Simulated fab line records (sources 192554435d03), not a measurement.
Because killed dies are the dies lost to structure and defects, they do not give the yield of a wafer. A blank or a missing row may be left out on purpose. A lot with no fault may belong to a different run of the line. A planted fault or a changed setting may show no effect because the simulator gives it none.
fab line records -- flow n5Finfet
record: lots: 9, wafers: 25, lastDay: 17
route steps=1938 shown START@1 ZERO_LAYER@14 PMOS_HMC_CHANNEL_EPI@71 BEOL_M4@1111 PASSIVATION@1936
lots untouched by any fault: they come from a run of this same line in which no faults occurred
startH: start of the lot's first displayed wafer, in hours after the record's first day -- waitH: hours elapsed since this lot's preceding step -- " the same as in the row above -- L1.1+2: a row that stands for several wafers -- - either no value or no given start -- * or withheld: withheld -- < > ~ a bound
route shown NAME@n: a module of which the file shows steps, and the number in the route of the first -- usual: mean and standard deviation over wafers with no fault -- same: alike in all rows -- chamber/n: place in a boat -- sites: each site's reading -- _std_site: how widely they spread, as a standard deviation -- _edge_site: mean of outer sites minus mean of inner sites -- radiusMm: for every site, how far away it sits from the centre of the wafer -- mask NAME#n: copy n -- behind: the tool/chamber that last shaped the wafer -- hold: why the lot was held/for how many hours/how that ended -- device: the n, p or np transistor that did not switch -- end of line: the same wafers' tests at the end of the route -- step lacking rows: just its recipe -- killed: not the wafer's yield, but the dies lost to structure and defects at the first sort -- map: per-die view of a wafer (x killed, . not killed, _ where there is no die)
set.NAME: setting as actually run; set.NAME@STEP: the setting as run at that earlier step -- model.NAME: the simulator's own value behind a step, which no gauge read
one table for each step of the route and one row for each wafer, over a sample of lots
services: when a tool's chamber went out of use (startH, in hours from the record's first day, below 0 if earlier), for how many hours, and the reason
== steps ==
step: N5_START_INSPECT_01
recipe: inspectInstrument: unpatternedScan, mode: incoming
usual: rawDefectCount: 6.1/2.4
lot.wafer,tool,chamber,startH,waitH,rawDefectCount
L594.1,defectInspect-01,-,12.03,-,10
L594.6,defectInspect-01,-,12.03,-,5
L599.3,defectInspect-01,-,42.03,-,5
L599.4,defectInspect-01,-,42.03,-,9
L599.5,defectInspect-01,-,42.03,-,5
L604.1,defectInspect-02,-,72.03,-,8
L604.2,defectInspect-02,-,72.03,-,6
L604.4,defectInspect-02,-,72.03,-,7
L607.2,defectInspect-02,-,90.03,-,2
L607.4,defectInspect-02,-,90.03,-,7
L607.5,defectInspect-02,-,90.03,-,6
L611.3,defectInspect-01,-,114.04,-,7
L611.4,defectInspect-01,-,114.04,-,6
L611.5,defectInspect-01,-,114.04,-,5
L612.1,defectInspect-02,-,120.03,-,5
L612.2,defectInspect-02,-,120.03,-,6
L612.5,defectInspect-02,-,120.03,-,5
L614.1,defectInspect-01,-,132.03,-,6
L614.2,defectInspect-01,-,132.03,-,8
L615.1,defectInspect-01,-,138.03,-,11
L615.4,defectInspect-01,-,138.03,-,6
L615.6,defectInspect-01,-,138.03,-,5
L617.1,defectInspect-02,-,150.03,-,2
L617.2,defectInspect-02,-,150.03,-,3
L617.5,defectInspect-02,-,150.03,-,6
step: N5_ZERO_LAYER_DESCUM_16
recipe: chemistry: O2, timeS: 7.9, sourcePowerW: 50, biasPowerW: 20, pressureMtorr: 20, rfFrequencyHz: 2.712e+07, tempC: 40, o2FlowSccm: 225
usual: drypumpMotorCurrentA: 5.9/0.48, oesProductAu: 0.78/0.085, rfVppV: 243.9/1.3, showerheadPlenumPTorr: 2.14/0.068, throttleValvePct: 20.39/0.16
lot.wafer,tool,chamber,startH,waitH,drypumpMotorCurrentA,oesProductAu,rfHoursCounterH,rfVppV,showerheadPlenumPTorr,throttleValvePct
L594.1,rieDiel-03,2,12.82,0.1,4.9,0.70,219,242.7,2.05,20.45
L594.6,rieDiel-03,1,12.82,0.1,6.0,0.79,-,246.3,2.18,20.31
L599.3,rieDiel-01,3,42.83,0.0,6.3,0.78,141,243.8,2.11,20.39
L599.4,rieDiel-01,1,42.83,0.0,5.9,0.97,5,246.3,2.26,20.31
L599.5,rieDiel-01,2,42.83,0.0,5.7,0.75,-,244.6,2.18,20.05
L604.1,rieDiel-02,2,72.69,0.0,6.5,0.74,176,242.7,2.07,20.51
L604.2,rieDiel-02,1,72.69,0.0,5.7,0.77,126,244.2,2.12,20.22
L604.4,rieDiel-02,3,72.69,0.0,5.6,0.71,230,241.5,1.98,20.42
L607.2,rieDiel-02,0,90.86,0.0,5.0,0.71,203,243.4,2.17,20.56
L607.4,rieDiel-02,2,90.86,0.0,6.5,0.74,181,240.8,2.07,20.52
L607.5,rieDiel-02,0,90.86,0.0,5.1,0.72,-,244.6,2.17,20.55
L611.3,rieDiel-03,1,114.96,0.2,6.1,0.75,148,244.9,2.17,20.35
L611.4,rieDiel-03,3,114.96,0.2,5.9,0.73,157,244.1,2.19,20.63
L611.5,rieDiel-03,1,114.96,0.2,6.1,0.75,-,243.4,2.17,20.35
L612.1,rieDiel-02,2,120.80,0.0,6.5,0.73,186,244.7,2.07,20.53
L612.2,rieDiel-02,1,120.80,0.0,5.7,0.77,136,245.5,2.11,20.24
L612.5,rieDiel-02,0,120.80,0.0,5.0,0.71,-,244.2,2.17,20.55
L614.1,rieDiel-01,0,132.80,0.0,5.8,0.95,10,242.3,2.11,20.22
L614.2,rieDiel-01,3,132.80,0.0,6.3,0.75,172,243.6,2.10,20.45
L615.1,rieDiel-03,1,138.84,0.1,6.0,0.75,158,245.3,2.16,20.37
L615.4,rieDiel-03,1,138.84,0.1,6.1,0.76,-,242.6,2.16,20.37
L615.6,rieDiel-03,3,138.84,0.1,5.9,0.72,-,244.2,2.18,20.65
L617.1,rieDiel-03,2,150.87,0.0,4.9,0.95,3,242.1,2.04,20.03
L617.2,rieDiel-03,1,150.87,0.0,6.0,0.75,161,245.3,2.16,20.37
L617.5,rieDiel-03,0,150.87,0.0,6.7,0.77,-,243.8,2.11,20.50
step: N5_ZERO_LAYER_ETCH_18
recipe: chemistry: HBr/Cl2, target: Si, targetDepthA: 1200, timeS: 40, pressureMtorr: 10, icpW: 800, biasW: 75, HBr_flow_sccm: 150, Cl2_flow_sccm: 80
usual: HBr_flow_sccm: 150.0/0.45, drypumpMotorCurrentA: 5.9/0.41, mfcCl2Sccm: 79.97/0.25, oesProductAu: 0.994/0.019, throttleValvePct: 36.2/0.47
lot.wafer,tool,chamber,startH,waitH,HBr_flow_sccm,drypumpMotorCurrentA,mfcCl2Sccm,oesProductAu,rfHoursCounterH,throttleValvePct
L594.1,rieSi-03,3,12.93,0.0,150.0,5.6,79.86,0.982,47,36.5
L594.6,rieSi-03,1,12.93,0.0,149.7,5.5,79.59,1.005,-,35.5
L599.3,rieSi-03,3,42.94,0.0,150.1,5.6,79.93,0.989,48,36.5
L599.4,rieSi-03,2,42.94,0.0,149.6,6.4,79.76,0.976,97,35.8
L599.5,rieSi-03,1,42.94,0.0,149.8,5.5,80.12,1.012,-,35.6
L604.1,rieSi-06,0,72.80,0.0,150.1,5.9,80.19,1.012,50,37.0
L604.2,rieSi-06,3,72.80,0.0,149.7,5.5,79.98,0.988,167,36.1
L604.4,rieSi-06,1,72.80,0.0,149.5,5.4,80.13,0.975,127,36.8
L607.2,rieSi-06,1,90.97,0.0,150.4,5.4,80.02,0.979,127,36.8
L607.4,rieSi-06,0,90.97,0.0,149.5,5.9,79.89,1.008,50,37.0
L607.5,rieSi-06,3,90.97,0.0,150.2,5.5,79.43,0.980,-,36.1
L611.3,rieSi-03,3,115.07,0.0,150.3,5.6,80.28,0.987,49,36.5
L611.4,rieSi-03,2,115.07,0.0,150.3,6.3,80.38,0.970,99,35.8
L611.5,rieSi-03,2,115.07,0.0,150.0,6.3,80.55,0.968,-,35.8
L612.1,rieSi-01,0,120.91,0.0,149.7,6.4,80.58,0.982,16,36.3
L612.2,rieSi-01,1,120.91,0.0,150.0,5.4,80.09,0.991,8,36.3
L612.5,rieSi-01,1,120.91,0.0,149.8,5.4,79.80,0.984,-,36.3
L614.1,rieSi-03,2,132.91,0.0,149.7,6.3,79.74,0.987,99,35.8
L614.2,rieSi-03,0,132.91,0.0,149.5,6.4,79.85,1.039,26,35.9
L615.1,rieSi-01,1,138.95,0.0,150.1,5.4,79.88,0.990,9,36.3
L615.4,rieSi-01,2,138.95,0.0,149.2,6.1,79.89,1.011,46,37.3
L615.6,rieSi-01,2,138.95,0.0,149.8,6.1,80.13,1.012,-,37.3
L617.1,rieSi-03,2,150.98,0.0,150.1,6.3,80.19,0.979,99,35.8
L617.2,rieSi-03,3,150.98,0.0,149.9,5.6,80.08,1.001,50,36.5
L617.5,rieSi-03,1,150.98,0.0,150.3,5.6,80.34,1.012,-,35.5
step: N5_ZERO_LAYER_STRIP_24
recipe: chemistry: O2, powerW: 1000, tempC: 250, overashFraction: 0.3, pressureMtorr: 1000, o2FlowSccm: 6750
usual: drypumpMotorCurrentA: 5.9/0.35, heaterPowerW: 371/19, oesProductAu: 0.647/0.0044, stripTimeToEndpointS: 43.85/0.1
lot.wafer,tool,chamber,startH,waitH,drypumpMotorCurrentA,heaterPowerW,oesProductAu,rfHoursCounterH,stripTimeToEndpointS
L594.1,plasmaAsher-01,1,13.03,0.1,5.9,395,0.645,89,43.69
L594.6,plasmaAsher-01,1,13.03,0.1,5.8,395,0.641,-,43.65
L599.3,plasmaAsher-01,0,43.06,0.1,5.8,356,0.642,-,43.73
L599.4,plasmaAsher-01,1,43.06,0.1,5.9,400,0.646,-,43.89
L599.5,plasmaAsher-01,1,43.06,0.1,5.9,394,0.643,-,43.75
L604.1,plasmaAsher-01,1,72.91,0.1,5.9,394,0.647,101,43.86
L604.2,plasmaAsher-01,0,72.91,0.1,5.8,353,0.649,101,43.96
L604.4,plasmaAsher-01,1,72.91,0.1,5.9,403,0.650,-,43.96
L607.2,plasmaAsher-01,1,91.07,0.1,5.9,395,0.653,105,43.94
L607.4,plasmaAsher-01,0,91.07,0.1,5.8,359,0.654,-,43.95
L607.5,plasmaAsher-01,1,91.07,0.1,5.9,397,0.653,-,43.95
L611.3,plasmaAsher-02,0,115.19,0.1,5.7,348,0.648,-,43.86
L611.4,plasmaAsher-02,1,115.19,0.1,6.7,366,0.641,-,43.91
L611.5,plasmaAsher-02,0,115.19,0.1,5.7,358,0.643,-,43.96
L612.1,plasmaAsher-01,1,121.02,0.1,5.8,384,0.639,111,43.95
L612.2,plasmaAsher-01,0,121.02,0.1,5.8,352,0.646,111,43.98
L612.5,plasmaAsher-01,0,121.02,0.1,5.8,357,0.644,-,44.07
L614.1,plasmaAsher-01,0,133.02,0.1,5.8,354,0.649,114,43.05
L614.2,plasmaAsher-01,1,133.02,0.1,5.9,391,0.649,114,42.93
L615.1,plasmaAsher-01,1,139.09,0.1,5.9,403,0.654,117,43.85
L615.4,plasmaAsher-01,1,139.09,0.1,5.8,392,0.648,-,43.87
L615.6,plasmaAsher-01,1,139.09,0.1,5.9,394,0.651,-,43.83
L617.1,plasmaAsher-01,0,151.10,0.1,5.8,354,0.648,119,43.05
L617.2,plasmaAsher-01,1,151.10,0.1,5.8,401,0.654,119,42.95
L617.5,plasmaAsher-01,1,151.10,0.1,5.8,399,0.655,-,43.64
step: N5_PMOS_HMC_CHANNEL_EPI_STRIP_33
recipe: chemistry: N2/H2, powerW: 500, tempC: 40, pressureMtorr: 50, rfFrequencyHz: 6e+07, overashFraction: 0.3, biasPowerW: 8, h2Frac: 0.5, n2FlowSccm: 300, h2FlowSccm: 300
usual: drypumpMotorCurrentA: 5.8/0.51, oesProductAu: 0.78/0.079, rfVppV: 54.2/1.8, showerheadPlenumPTorr: 3.41/0.094, throttleValvePct: 18.9/0.33
lot.wafer,tool,chamber,startH,waitH,drypumpMotorCurrentA,oesProductAu,rfHoursCounterH,rfVppV,showerheadPlenumPTorr,throttleValvePct
L594.1,rieDiel-02,0,17.59,0.0,5.1,0.72,181,53.3,3.46,18.9
L594.6,rieDiel-02,1,17.59,0.0,5.8,0.81,-,53.0,3.38,18.5
L599.3,rieDiel-01,1,47.46,0.0,5.9,0.96,7,56.1,3.55,18.5
L599.4,rieDiel-01,2,47.46,0.0,5.7,0.75,152,57.1,3.51,18.5
L599.5,rieDiel-01,2,47.46,0.0,5.7,0.76,-,56.2,3.51,18.5
L604.1,rieDiel-02,2,78.57,0.0,6.4,0.73,177,53.4,3.37,19.3
L604.2,rieDiel-02,0,78.57,0.0,5.1,0.71,200,55.4,3.45,19.0
L604.4,rieDiel-02,3,78.57,0.0,5.5,0.71,232,49.7,3.19,18.7
L607.2,rieDiel-03,0,95.59,0.0,6.7,0.79,91,53.9,3.40,19.6
L607.4,rieDiel-03,1,95.59,0.0,6.1,0.75,141,55.6,3.50,18.8
L607.5,rieDiel-03,3,95.59,0.0,5.9,0.75,-,55.7,3.50,19.2
L611.3,rieDiel-01,3,120.01,0.0,6.3,0.75,168,51.4,3.34,18.9
L611.4,rieDiel-01,1,120.01,0.0,5.9,0.90,30,55.0,3.54,18.6
L611.5,rieDiel-01,3,120.01,0.0,6.3,0.73,-,55.3,3.34,18.9
L612.1,rieDiel-03,0,125.63,0.0,6.8,0.79,104,52.6,3.39,19.6
L612.2,rieDiel-03,3,125.63,0.0,6.0,0.73,163,49.0,3.49,19.3
L612.5,rieDiel-03,3,125.63,0.0,5.9,0.73,-,54.1,3.49,19.3
L614.1,rieDiel-01,3,138.56,0.0,6.3,0.74,174,54.0,3.34,18.9
L614.2,rieDiel-01,1,138.56,0.0,5.9,0.90,35,56.9,3.54,18.6
L615.1,rieDiel-03,0,143.75,0.0,6.8,0.76,110,54.8,3.39,19.6
L615.4,rieDiel-03,1,143.75,0.0,6.1,0.76,159,56.8,3.50,18.8
L615.6,rieDiel-03,3,143.75,0.0,5.9,0.72,-,56.0,3.49,19.3
L617.1,rieDiel-03,3,155.60,0.0,6.0,0.73,172,55.0,3.49,19.3
L617.2,rieDiel-03,1,155.60,0.0,6.1,0.77,162,56.7,3.49,18.8
L617.5,rieDiel-03,3,155.60,0.0,6.0,0.74,-,53.4,3.49,19.3
step: N5_BEOL_M4_RC_MEAS_101
usual: DIBL_N: 36.2/1.7, DIBL_P: 36.6/1.9, IOFF_N: 0.16/0.032, IOFF_P: 0.21/0.037, ION_N: 675/12, ION_P: 460/8.1, SS_N: 71.4/0.58, SS_P: 73.4/0.64, VT_N: 249/3.2, VT_P: -252/3.4
lot.wafer,tool,chamber,startH,waitH,DIBL_N[mV/V],DIBL_P[mV/V],IOFF_N[nA/um],IOFF_P[nA/um],ION_N[uA/um],ION_P[uA/um],SS_N[mV/dec],SS_P[mV/dec],VT_N[mV],VT_P[mV]
L594.1,prober-02,0,166.74,0.0,39.2,38.4,0.20,0.22,673,452,72.1,73.8,246,-252
L594.6,prober-02,0,166.74,0.0,36.3,35.2,0.15,0.18,674,459,70.1,73.3,248,-252
L599.3,prober-02,0,194.52,0.3,37.4,38.4,0.18,0.23,679,467,71.6,74.6,249,-246
L599.4,prober-02,0,194.52,0.3,34.8,34.5,0.13,0.16,674,461,70.8,73.0,251,-251
L599.5,prober-02,0,194.52,0.3,35.5,35.5,0.15,0.18,671,458,70.8,73.6,251,-253
L604.1,prober-02,0,226.69,0.0,38.8,41.1,0.20,0.27,688,473,71.6,74.6,245,-250
L604.2,prober-02,0,226.69,0.0,34.4,35.3,0.12,0.17,658,454,70.9,72.6,252,-256
L604.4,prober-02,0,226.69,0.0,37.4,38.8,0.18,0.23,693,465,71.7,73.9,247,-253
L607.2,prober-02,0,245.13,0.2,36.2,37.0,0.16,0.20,672,453,71.1,73.1,247,-253
L607.4,prober-02,0,245.13,0.2,33.7,33.3,0.12,0.15,665,450,71.1,72.2,252,-254
L607.5,prober-02,0,245.13,0.2,36.9,37.8,0.18,0.22,673,460,71.8,73.6,248,-251
L611.3,prober-02,0,264.09,0.3,37.1,37.9,0.17,0.21,678,463,71.4,73.3,248,-251
L611.4,prober-02,0,264.09,0.3,35.6,35.9,0.15,0.17,657,450,71.7,73.1,248,-254
L611.5,prober-02,0,264.09,0.3,34.8,34.4,0.13,0.16,667,454,71.3,72.4,251,-255
L612.1,prober-01,0,267.66,0.0,34.6,34.0,0.14,0.15,679,461,70.6,73.0,249,-256
L612.2,prober-01,0,267.66,0.0,36.3,37.4,0.16,0.19,667,451,71.6,73.7,250,-254
L612.5,prober-01,0,267.66,0.0,36.0,36.6,0.15,0.17,680,455,72.1,73.5,250,-256
L614.1,prober-02,0,286.74,0.0,36.8,36.1,0.13,0.19,656,448,71.4,72.4,253,-255
L614.2,prober-02,0,286.74,0.0,37.7,36.5,0.15,0.19,678,461,71.2,72.9,251,-253
L615.1,prober-02,0,290.30,0.0,36.0,35.2,0.16,0.22,677,469,70.8,73.1,249,-249
L615.4,prober-02,0,290.30,0.0,37.7,37.2,0.18,0.24,697,471,71.9,73.8,247,-246
L615.6,prober-02,0,290.30,0.0,37.8,37.0,0.19,0.25,692,472,71.6,73.7,248,-247
L617.1,prober-02,0,296.75,0.0,37.0,35.9,0.16,0.21,680,465,71.2,72.9,249,-253
L617.2,prober-02,0,296.75,0.0,35.7,34.2,0.13,0.19,666,460,69.8,72.2,254,-250
L617.5,prober-02,0,296.75,0.0,37.2,37.3,0.17,0.23,684,469,71.0,73.9,249,-247
step: N5_PASSIVATION_PROBE_49
usual: defectLimitedYield: 91.3/1.5, killed_at_M0_to_M3: 35/10, killed_at_M4_up: 12/4.6, killedAtContacts: 13/6.6, killedAtFrontEnd: 39/11, killedAtOther: 4/3.4, killedDies: 103/17, killedOpen: 67/13, killedShort: 35/8.2, sort_bin_5_function: 5.1/0.94, sort_bin_6_memory: 3.2/0.7, sortNPass: 1077/17, sortYieldPct: 91.3/1.5
same: grossDies: 1180, killedAtBackSide: 0, sort_bin_4_leakage[%]: 0, sort_bin_8_speed[%]: 0
lot.wafer,tool,chamber,startH,waitH,defectLimitedYield[%],killed_at_M0_to_M3,killed_at_M4_up,killedAtContacts,killedAtFrontEnd,killedAtOther,killedDies,killedOpen,killedShort,sort_bin_5_function[%],sort_bin_6_memory[%],sortNPass,sortYieldPct[%]
L607.2,prober-01,-,343.01,0.1,92.5,22,17,5,41,4,89,64,24,4.8,2.3,1091,92.5
L607.4,prober-01,-,343.11,0.2,90.7,28,16,13,43,10,110,82,27,5.3,3.7,1070,90.7
L607.5,prober-01,-,343.16,0.2,91.5,26,9,13,49,3,100,60,36,4.7,3.1,1080,91.5
L611.3,prober-01,-,376.95,0.1,91.6,39,7,11,37,5,99,48,51,5.1,3.1,1081,91.6
L612.1,prober-01,-,383.95,0.0,92.6,37,13,2,35,0,87,54,32,4.5,2.5,1093,92.6
killed by level:class
L607.2 FIN_SAQP:geometricParticle:open=13 STI_FIN_REVEAL:geometricParticle:open=7 BEOL_M3:geometricParticle:open=7 BEOL_M2:geometricParticle:open=6 BEOL_M4:geometricParticle:open=6 FIN_SAQP:geometricParticle:short=5 DUMMY_GATE:geometricParticle:open=4 BEOL_M1:geometricParticle:open=4
L607.4 FIN_SAQP:geometricParticle:open=17 MOL_CONTACT_COAG:geometricParticle:open=12 BEOL_M3:geometricParticle:open=8 FIN_SAQP:geometricParticle:short=6 BEOL_M2:geometricParticle:open=6 STI_FIN_REVEAL:geometricParticle:open=5 BEOL_M0_SAQP:geometricParticle:open=5 MIM_TOP_ETCH:geometricParticle:short=5
L607.5 FIN_SAQP:geometricParticle:open=14 MOL_CONTACT_COAG:geometricParticle:open=9 BEOL_M0_SAQP:geometricParticle:short=6 BEOL_M2:geometricParticle:open=6 FIN_SAQP:geometricParticle:short=5 BEOL_M0_SAQP:geometricParticle:open=5 STARTING-WAFER:geometricParticle:short=5 STI_FIN_REVEAL:geometricParticle:open=4
L611.3 BEOL_M0_SAQP:geometricParticle:short=12 BEOL_M3:geometricParticle:short=11 FIN_SAQP:geometricParticle:short=10 MOL_CONTACT_COAG:geometricParticle:open=10 GATE_CUT:geometricParticle:short=8 DUMMY_GATE:geometricParticle:open=6 BEOL_M0_SAQP:geometricParticle:open=5 BEOL_M1:geometricParticle:open=5
L612.1 STI_FIN_REVEAL:geometricParticle:open=11 BEOL_M4:geometricParticle:open=8 BEOL_M0_SAQP:geometricParticle:short=8 BEOL_M0_SAQP:geometricParticle:open=7 BEOL_M3:geometricParticle:open=7 BEOL_M3:geometricParticle:short=7 DUMMY_GATE:geometricParticle:open=4 BEOL_M1:geometricParticle:open=4
== services ==
tool,chamber,startH,hours,kind
rieDiel-01,0,-3.69,4.4,repair
rieSi-01,0,-0.89,3.1,repair
rieDiel-03,2,6.93,2.8,repair
rieDiel-03,1,18.57,4.2,repair
rieSi-03,-,58.86,0.3,repair
plasmaAsher-02,-,75.13,2.3,repair
rieSi-03,-,78.35,2.8,pm
rieSi-06,-,83.34,2.8,pm
rieDiel-03,1,85.69,1.9,repair
rieSi-01,3,85.70,8.7,repair
rieDiel-01,-,94.95,0.5,repair
rieDiel-02,-,105.28,14.6,pm
rieDiel-03,2,116.00,-,clean
rieDiel-03,2,116.00,-,consumableReplace:focusRing
rieDiel-03,2,116.00,23.7,scheduledDown
rieDiel-03,2,116.00,23.7,ventCycle
plasmaAsher-02,-,127.36,15.6,pm
rieSi-01,-,145.71,0.7,repair
rieDiel-02,3,147.89,-,clean
rieDiel-02,3,147.89,-,consumableReplace:esc
rieDiel-02,3,147.89,-,consumableReplace:focusRing
rieDiel-02,3,147.89,-,consumableReplace:showerhead
rieDiel-02,3,147.89,19.6,scheduledDown
rieDiel-02,3,147.89,19.6,ventCycle
== key ==
firstSign: step: N5_ZERO_LAYER_STRIP_24, reading: stripTimeToEndpointS, direction: down, sigmas: 8.2, usual: *, struck: *
effect none on later readings
metAt N5_ZERO_LAYER_ETCH_18
struckLots L614,L617
struckWafers L614.1,L614.2,L617.1,L617.2
notActingAt N5_START_INSPECT_01,N5_ZERO_LAYER_DESCUM_16,N5_PMOS_HMC_CHANNEL_EPI_STRIP_33
onsetBetween 115.07 132.91
fault: kind: processParameterDrift, tool: rieSi-03, chamber: -, onsetH: 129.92, steps: N5_ZERO_LAYER_ETCH_18, channel: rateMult, offset: 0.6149, shape: step, endH: 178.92, scope: struckWafersOnly
